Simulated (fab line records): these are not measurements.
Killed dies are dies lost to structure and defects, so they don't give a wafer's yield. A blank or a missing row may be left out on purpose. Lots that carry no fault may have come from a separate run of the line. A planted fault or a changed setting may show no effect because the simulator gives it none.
What tool caused it? + flow n5Finfet + 11 lots, 32 wafers sampled, at 5 steps of a route of 1938

== WHAT THE GAUGES READ, wafer by wafer ==
N5_FIN_CUT_OVL_MEAS_09. Usual: FIN_CUT_OVL gives -0.1 nm (standard deviation 0.69).
| lot  | measured    | on         | FIN_CUT_OVL (nm) | flag |
|------|-------------|------------|------------------|------|
| L389 | day 2 03:58 | overlay-01 | 0.3 -0.8 0.5     |      |
| L391 | day 2 16:22 | overlay-02 | 1.2 -0.9 1.3     |      |
| L392 | day 2 20:21 | overlay-02 | 1.3 -0.7 0.5     |      |
| L393 | day 3 02:47 | overlay-02 | 0.3 0.0 -0.5     |      |
| L395 | day 3 14:32 | overlay-01 | 1.1 0.7 0.6      |      |
| L397 | day 4 04:07 | overlay-02 | 0.7 0.1 -0.4     |      |
| L405 | day 6 03:23 | overlay-01 | 0.2 -0.2 0.0     |      |
| L407 | day 6 16:16 | overlay-02 | 0.2 -0.7 -0.8    |      |
| L409 | day 7 05:39 | overlay-02 | -0.3 0.3 -0.3    |      |
| L411 | day 7 14:37 | overlay-01 | -0.9 -0.7        |      |
| L412 | day 7 20:39 | overlay-01 | -1.6 -0.5 -2.1   |      |

N5_STI_FIN_REVEAL_FIN_H_MEAS_10. Usual: 52.1 nm for trenchDepthNm, sd 0.78.
| lot  | measured    | on     | trenchDepthNm (nm) | flag |
|------|-------------|--------|--------------------|------|
| L389 | day 2 14:17 | ocd-02 | 51.9 52.5 51.7     |      |
| L391 | day 3 01:59 | ocd-01 | 52.2 51.9 52.5     |      |
| L392 | day 3 07:31 | ocd-02 | 52.0 51.4 51.3     |      |
| L393 | day 3 12:41 | ocd-02 | 53.2 53.3 53.6     |      |
| L395 | day 4 00:32 | ocd-02 | 36.3 36.5 52.8     | OFF  |
| L397 | day 4 14:58 | ocd-01 | 51.9 36.8 52.2     | OFF  |
| L405 | day 6 13:20 | ocd-02 | 51.9 51.6 50.8     |      |
| L407 | day 7 03:08 | ocd-01 | 53.4 51.5 51.5     |      |
| L409 | day 7 15:40 | ocd-02 | 51.0 51.5 51.1     |      |
| L411 | day 8 00:16 | ocd-02 | 52.2 51.1          |      |
| L412 | day 8 08:10 | ocd-01 | 52.1 52.2 52.1     |      |

== EACH LOT AND THE TOOL THAT RAN IT (in order: tool; ch and the chambers of the sampled wafers; start) ==
| lot  | N5_FIN_CUT_STRIP_24              | N5_STI_FIN_REVEAL_ETCHBACK_08    | N5_STI_FIN_REVEAL_RECESS_09      |
|------|----------------------------------|----------------------------------|----------------------------------|
| L389 | rieDiel-02 ch 0,2,3, day 2 04:28 | rieDiel-01 ch 1,2, day 2 11:19   | vaporEtch-01 ch 0,1, day 2 11:34 |
| L391 | rieDiel-04 ch 0,1,3, day 2 16:53 | rieDiel-03 ch 1,2,3, day 2 23:02 | vaporEtch-02 ch 0,1, day 2 23:17 |
| L392 | rieDiel-02 ch 0,1,2, day 2 20:51 | rieDiel-03 ch 0,1, day 3 04:32   | vaporEtch-01 ch 1, day 3 04:47   |
| L393 | rieDiel-06 ch 0,1,2, day 3 03:17 | rieDiel-03 ch 1,3, day 3 09:34   | vaporEtch-02 ch 0,1, day 3 09:59 |
| L395 | rieDiel-06 ch 1,3, day 3 15:04   | rieDiel-03 ch 1,3, day 3 21:34   | vaporEtch-02 ch 0,1, day 3 21:49 |
| L397 | rieDiel-02 ch 0,2,3, day 4 04:37 | rieDiel-03 ch 0,3, day 4 11:58   | vaporEtch-02 ch 0,1, day 4 12:13 |
| L405 | rieDiel-04 ch 2,3, day 6 03:52   | rieDiel-05 ch 1,2, day 6 10:23   | vaporEtch-01 ch 0,1, day 6 11:10 |
| L407 | rieDiel-02 ch 1,2,3, day 6 17:43 | rieDiel-01 ch 1,2, day 7 00:11   | vaporEtch-02 ch 0,1, day 7 00:26 |
| L409 | rieDiel-04 ch 0,1,2, day 7 06:10 | rieDiel-05 ch 1,2, day 7 12:43   | vaporEtch-02 ch 0,1, day 7 12:58 |
| L411 | rieDiel-06 ch 1,3, day 7 15:07   | rieDiel-03 ch 0,3, day 7 21:19   | vaporEtch-01 ch 0,1, day 7 21:34 |
| L412 | rieDiel-06 ch 0,3, day 7 21:09   | rieDiel-05 ch 2,3, day 8 03:37   | vaporEtch-02 ch 1, day 8 04:25   |
- N5_FIN_CUT_STRIP_24: strips in CF4.
- N5_STI_FIN_REVEAL_ETCHBACK_08: etches SiO2 in C4F6/O2, target depth 30.5 nm, time 10.167 s.
- N5_STI_FIN_REVEAL_RECESS_09: chemistry HF/NH3, target SiO2, afs cycles 11, target depth 42.5 nm, sublimation time 60 s.

== AS READ BY THE TOOLS THEMSELVES (means over the sampled wafers that have a number; for cases with no such wafer, the mark the record gives instead) ==
N5_FIN_CUT_STRIP_24. Usual: drypumpMotorCurrentA 5.7 A, standard deviation 0.38; oesProductAu 0.82 a.u., standard deviation 0.08; rfVppV 271.6 V, standard deviation 1.7; showerheadPlenumPTorr 1.82 Torr, standard deviation 0.07; throttleValvePct 13.49 %, standard deviation 0.24.
| lot  | tool       | drypumpMotorCurrentA (A) | oesProductAu (a.u.) | rfVppV (V) | showerheadPlenumPTorr (Torr) | throttleValvePct (%) | flag |
|------|------------|--------------------------|---------------------|------------|------------------------------|----------------------|------|
| L389 | rieDiel-02 | 5.8                      | 0.85                | 272.3      | 1.85                         | 13.49                |      |
| L391 | rieDiel-04 | 5.7                      | 0.71                | 270.7      | 1.80                         | 13.79                |      |
| L392 | rieDiel-02 | 5.7                      | 0.86                | 272.8      | 1.85                         | 13.52                |      |
| L393 | rieDiel-06 | 5.9                      | 0.85                | 271.0      | 1.79                         | 13.34                |      |
| L395 | rieDiel-06 | 5.8                      | 0.83                | 272.0      | 1.83                         | 13.34                |      |
| L397 | rieDiel-02 | 5.8                      | 0.82                | 272.3      | 1.85                         | 13.52                |      |
| L405 | rieDiel-04 | 5.6                      | 0.86                | 270.6      | 1.77                         | 13.56                |      |
| L407 | rieDiel-02 | 6.0                      | 0.85                | 272.2      | 1.85                         | 13.38                |      |
| L409 | rieDiel-04 | 5.5                      | 0.83                | 269.6      | 1.76                         | 13.51                |      |
| L411 | rieDiel-06 | 5.8                      | 0.80                | 272.3      | 1.80                         | 13.36                |      |
| L412 | rieDiel-06 | 5.6                      | 0.74                | 269.5      | 1.76                         | 13.63                |      |

N5_STI_FIN_REVEAL_ETCHBACK_08. Usual: O2_flow_sccm 10.00 sccm, standard deviation 0.031; drypumpMotorCurrentA 5.7 A, standard deviation 0.45; oesProductAu 0.80 a.u., standard deviation 0.096; rfVppV 671 V, standard deviation 11; showerheadPlenumPTorr 2.84 Torr, standard deviation 0.089; throttleValvePct 21.14 %, standard deviation 0.28.
| lot  | tool       | O2_flow_sccm (sccm) | drypumpMotorCurrentA (A) | oesProductAu (a.u.) | rfVppV (V) | showerheadPlenumPTorr (Torr) | throttleValvePct (%) | flag |
|------|------------|---------------------|--------------------------|---------------------|------------|------------------------------|----------------------|------|
| L389 | rieDiel-01 | 10.00               | 5.7                      | 0.71                | 666        | 2.87                         | 21.18                |      |
| L391 | rieDiel-03 | 10.03               | 6.1                      | 0.77                | 683        | 2.86                         | 21.21                |      |
| L392 | rieDiel-03 | 10.02               | 5.9                      | 0.71                | 668        | 2.73                         | 21.06                |      |
| L393 | rieDiel-03 | 10.01               | 6.0                      | 0.82                | 679        | 2.93                         | 21.15                |      |
| L395 | rieDiel-03 | 10.04               | 6.0                      | 0.82                | 679        | 2.93                         | 21.16                |      |
| L397 | rieDiel-03 | 10.00               | 5.5                      | 0.75                | 665        | 2.80                         | 21.03                |      |
| L405 | rieDiel-05 | 9.99                | 5.7                      | 0.73                | 665        | 2.88                         | 21.52                |      |
| L407 | rieDiel-01 | 10.02               | 5.7                      | 0.78                | 666        | 2.83                         | 21.24                |      |
| L409 | rieDiel-05 | 9.98                | 5.7                      | 0.71                | 665        | 2.87                         | 21.53                |      |
| L411 | rieDiel-03 | 10.00               | 5.5                      | 0.75                | 668        | 2.84                         | 21.09                |      |
| L412 | rieDiel-05 | 10.01               | 6.0                      | 0.70                | 662        | 2.90                         | 21.31                |      |

N5_STI_FIN_REVEAL_RECESS_09. Usual: drypumpMotorCurrentA 5.9 A, standard deviation 0.61; sublimationTempC 179.99 C, standard deviation 0.15.
| lot  | tool         | drypumpMotorCurrentA (A) | sublimationTempC (C) | flag |
|------|--------------|--------------------------|----------------------|------|
| L389 | vaporEtch-01 | 5.8                      | 179.86               |      |
| L391 | vaporEtch-02 | 6.2                      | 179.96               |      |
| L392 | vaporEtch-01 | 4.8                      | 180.06               |      |
| L393 | vaporEtch-02 | 6.2                      | 179.89               |      |
| L395 | vaporEtch-02 | 6.2                      | 180.13               |      |
| L397 | vaporEtch-02 | 6.2                      | 179.87               |      |
| L405 | vaporEtch-01 | 5.8                      | 179.83               |      |
| L407 | vaporEtch-02 | 6.2                      | 179.94               |      |
| L409 | vaporEtch-02 | 6.2                      | 180.06               |      |
| L411 | vaporEtch-01 | 5.5                      | 180.01               |      |
| L412 | vaporEtch-02 | 6.2                      | 179.98               |      |

== THE ANSWER, worked out from the rows above alone ==
Rule: a lot counts as off when the mean over its wafers that have a number is more than 3 standard deviations away from the usual mean. Also off: a lot with no number at a reading for which 4 or more lots have one. All remaining lots with rows at the step are treated as sound. The gauges are gone through in route order, then the tools' own readings, and for those a lot's mean is taken as printed above. The first step at which some lot is off is used, and at that step the reading that is off furthest; a lot without a number counts as furthest.
Off at N5_STI_FIN_REVEAL_FIN_H_MEAS_10 (trenchDepthNm): L395, L397.
A tool fits if, at a process step before that reading, it ran every lot that is off, and no sound lot after the first of them. Gauges at N5_STI_FIN_REVEAL_FIN_H_MEAS_10: tried the same way as those tools. Of those tried, none fits.

== WHAT HAD BEEN PUT IN BY THE SIMULATOR ==
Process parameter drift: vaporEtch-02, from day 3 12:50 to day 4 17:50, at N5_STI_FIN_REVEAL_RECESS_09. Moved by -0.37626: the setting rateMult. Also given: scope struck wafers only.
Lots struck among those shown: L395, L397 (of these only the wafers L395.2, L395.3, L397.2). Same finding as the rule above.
